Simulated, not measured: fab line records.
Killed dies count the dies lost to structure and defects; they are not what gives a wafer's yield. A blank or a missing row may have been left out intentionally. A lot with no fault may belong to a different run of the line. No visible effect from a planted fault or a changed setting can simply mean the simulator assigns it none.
Which tool is to blame? || flow nand_harc || 13 lots, 33 wafers sampled, at 3 steps of a route of 1159

== WHAT EACH GAUGE READ, for each wafer ==
NHARC_A_STAIRCASE_INSPECT_155.
{"lot": "L140", "measured": "day 13 14:53", "on": "defect_inspect-01", "raw_defect_count": "219 249 208"}
{"lot": "L139", "measured": "day 13 15:20", "on": "defect_inspect-01", "raw_defect_count": "434 306 286"}
{"lot": "L142", "measured": "day 14 08:56", "on": "defect_inspect-02", "raw_defect_count": "271 263 291"}
{"lot": "L145", "measured": "day 15 07:59", "on": "defect_inspect-02", "raw_defect_count": "238 469 476"}
{"lot": "L148", "measured": "day 15 20:07", "on": "defect_inspect-01", "raw_defect_count": "310 283 227"}
{"lot": "L149", "measured": "day 16 06:37", "on": "defect_inspect-01", "raw_defect_count": "225 295 238"}
{"lot": "L152", "measured": "day 16 23:04", "on": "defect_inspect-02", "raw_defect_count": "378 322 258"}
{"lot": "L151", "measured": "day 16 23:23", "on": "defect_inspect-01", "raw_defect_count": 414}
{"lot": "L150", "measured": "day 16 22:59", "on": "defect_inspect-01", "raw_defect_count": "260 195 308"}
{"lot": "L153", "measured": "day 17 21:35", "on": "defect_inspect-02", "raw_defect_count": 361}
{"lot": "L154", "measured": "day 17 21:29", "on": "defect_inspect-01", "raw_defect_count": 287}
{"lot": "L161", "measured": "day 19 01:40", "on": "defect_inspect-02", "raw_defect_count": "273 269 294"}
{"lot": "L162", "measured": "day 19 15:37", "on": "defect_inspect-02", "raw_defect_count": "419 373 261"}

NHARC_A_SGD_CUT_OVL_MEAS_10.
{"lot": "L140", "measured": "day 13 15:49", "on": "overlay-02", "overlay_x_nm (nm)": "0.2 -0.5 0.3", "overlay_y_nm (nm)": "-0.6 -0.3 -0.4"}
{"lot": "L139", "measured": "day 13 16:13", "on": "overlay-02", "overlay_x_nm (nm)": "0.0 -0.2 -1.1", "overlay_y_nm (nm)": "-1.3 -1.2 -1.1"}
{"lot": "L142", "measured": "day 14 09:49", "on": "overlay-01", "overlay_x_nm (nm)": "-0.4 -0.5 -0.6", "overlay_y_nm (nm)": "-0.4 -0.9 -0.4"}
{"lot": "L145", "measured": "day 15 09:06", "on": "overlay-02", "overlay_x_nm (nm)": "-1.9 -0.8 -1.2", "overlay_y_nm (nm)": "0.9 0.4 1.0"}
{"lot": "L148", "measured": "day 15 21:00", "on": "overlay-01", "overlay_x_nm (nm)": "0.4 0.7 0.8", "overlay_y_nm (nm)": "0.1 -0.6 0.3"}
{"lot": "L149", "measured": "day 16 07:22", "on": "overlay-02", "overlay_x_nm (nm)": "-0.6 0.1 0.1", "overlay_y_nm (nm)": "0.7 1.3 0.7"}
{"lot": "L152", "measured": "day 17 00:08", "on": "overlay-01", "overlay_x_nm (nm)": "1.5 0.8 1.1", "overlay_y_nm (nm)": "0.5 0.3 1.0"}
{"lot": "L151", "measured": "day 17 00:20", "on": "overlay-02", "overlay_x_nm (nm)": 0.2, "overlay_y_nm (nm)": -0.2}
{"lot": "L150", "measured": "day 16 23:58", "on": "overlay-01", "overlay_x_nm (nm)": "0.5 0.0 0.0", "overlay_y_nm (nm)": "-0.2 0.6 0.0"}
{"lot": "L153", "measured": "day 17 22:32", "on": "overlay-02", "overlay_x_nm (nm)": -0.8, "overlay_y_nm (nm)": 0.6}
{"lot": "L154", "measured": "day 17 22:23", "on": "overlay-01", "overlay_x_nm (nm)": 0.1, "overlay_y_nm (nm)": 1.2}
{"lot": "L161", "measured": "day 19 02:25", "on": "overlay-01", "overlay_x_nm (nm)": "0.4 0.9 0.4", "overlay_y_nm (nm)": "-1.0 -1.2 -1.2"}
{"lot": "L162", "measured": "day 19 16:27", "on": "overlay-02", "overlay_x_nm (nm)": "1.0 1.0 1.0", "overlay_y_nm (nm)": "-0.1 -0.1 0.3"}

== EACH LOT AND THE TOOL THAT RAN IT (in order: tool; ch and the chambers of the sampled wafers; start) ==
{"lot": "L140", "NHARC_A_STAIRCASE_DEP_325": "pecvd-04 ch 0,1,2, day 13 00:45"}
{"lot": "L139", "NHARC_A_STAIRCASE_DEP_325": "pecvd-04 ch 0,1,2, day 13 04:14"}
{"lot": "L142", "NHARC_A_STAIRCASE_DEP_325": "pecvd-03 ch 0,1,2, day 13 20:07"}
{"lot": "L145", "NHARC_A_STAIRCASE_DEP_325": "pecvd-04 ch 0,2, day 14 17:39"}
{"lot": "L148", "NHARC_A_STAIRCASE_DEP_325": "pecvd-03 ch 0,1, day 15 07:16"}
{"lot": "L149", "NHARC_A_STAIRCASE_DEP_325": "pecvd-04 ch 0,1, day 15 17:47"}
{"lot": "L152", "NHARC_A_STAIRCASE_DEP_325": "pecvd-01 ch 0,1, day 16 10:20"}
{"lot": "L151", "NHARC_A_STAIRCASE_DEP_325": "pecvd-03 ch 1, day 16 10:32"}
{"lot": "L150", "NHARC_A_STAIRCASE_DEP_325": "pecvd-04 ch 0,1, day 16 10:43"}
{"lot": "L153", "NHARC_A_STAIRCASE_DEP_325": "pecvd-01 ch 2, day 17 08:07"}
{"lot": "L154", "NHARC_A_STAIRCASE_DEP_325": "pecvd-04 ch 0, day 17 08:08"}
{"lot": "L161", "NHARC_A_STAIRCASE_DEP_325": "pecvd-03 ch 1,2, day 18 08:28"}
{"lot": "L162", "NHARC_A_STAIRCASE_DEP_325": "pecvd-01 ch 0,2, day 19 02:11"}
- NHARC_A_STAIRCASE_DEP_325: deposits SiO2, target thk 3800 nm.

== WHAT THE TOOLS THEMSELVES READ (means of the sampled wafers that have a number; where no wafer has one, the mark that the record gives instead) ==
NHARC_A_STAIRCASE_DEP_325.
{"lot": "L140", "tool": "pecvd-04", "heater_power_w (W)": 643, "mfc_precursor_sccm (sccm)": 199.7, "susceptor_temp_C (C)": 399.83}
{"lot": "L139", "tool": "pecvd-04", "heater_power_w (W)": 599, "mfc_precursor_sccm (sccm)": 199.5, "susceptor_temp_C (C)": 399.76}
{"lot": "L142", "tool": "pecvd-03", "heater_power_w (W)": 659, "mfc_precursor_sccm (sccm)": 200.3, "susceptor_temp_C (C)": 399.98}
{"lot": "L145", "tool": "pecvd-04", "heater_power_w (W)": 552, "mfc_precursor_sccm (sccm)": 199.7, "susceptor_temp_C (C)": 399.94}
{"lot": "L148", "tool": "pecvd-03", "heater_power_w (W)": 702, "mfc_precursor_sccm (sccm)": 198.9, "susceptor_temp_C (C)": 399.92}
{"lot": "L149", "tool": "pecvd-04", "heater_power_w (W)": 651, "mfc_precursor_sccm (sccm)": 199.4, "susceptor_temp_C (C)": 399.85}
{"lot": "L152", "tool": "pecvd-01", "heater_power_w (W)": 771, "mfc_precursor_sccm (sccm)": 199.7, "susceptor_temp_C (C)": 399.97}
{"lot": "L151", "tool": "pecvd-03", "heater_power_w (W)": 655, "mfc_precursor_sccm (sccm)": 200.4, "susceptor_temp_C (C)": 400.22}
{"lot": "L150", "tool": "pecvd-04", "heater_power_w (W)": 629, "mfc_precursor_sccm (sccm)": 199.9, "susceptor_temp_C (C)": 399.88}
{"lot": "L153", "tool": "pecvd-01", "heater_power_w (W)": 756, "mfc_precursor_sccm (sccm)": 200.3, "susceptor_temp_C (C)": 400.36}
{"lot": "L154", "tool": "pecvd-04", "heater_power_w (W)": 515, "mfc_precursor_sccm (sccm)": 201.2, "susceptor_temp_C (C)": 399.75}
{"lot": "L161", "tool": "pecvd-03", "heater_power_w (W)": 630, "mfc_precursor_sccm (sccm)": 200.1, "susceptor_temp_C (C)": 399.88}
{"lot": "L162", "tool": "pecvd-01", "heater_power_w (W)": 781, "mfc_precursor_sccm (sccm)": 199.9, "susceptor_temp_C (C)": 400.11}

== THE ANSWER, worked out from the rows above alone ==
Rule: the usual values come from the lots themselves. Put in order of their means at a reading, lots are off if they are a third of the lots or fewer, leave a main group of 4 or more, and stand apart from it by a gap of 3 or more times the standard deviation of the main group's means; of several such gaps the widest counts. If all means in a main group match to the digits the tables above print for the reading, that group is not used. Also off: a lot with no number at a reading for which 4 or more lots have one. The other lots that the step has rows for count as sound. Order of review: gauges by route order, followed by the tools' own readings, for which a lot's mean as printed above is used. At the first step where some lot is off, the reading lying furthest off is the one used; lots without a number count as furthest.
Nothing can be told from this: no lot is off at any reading shown.

== WHAT THE SIMULATOR HAD PUT IN ==
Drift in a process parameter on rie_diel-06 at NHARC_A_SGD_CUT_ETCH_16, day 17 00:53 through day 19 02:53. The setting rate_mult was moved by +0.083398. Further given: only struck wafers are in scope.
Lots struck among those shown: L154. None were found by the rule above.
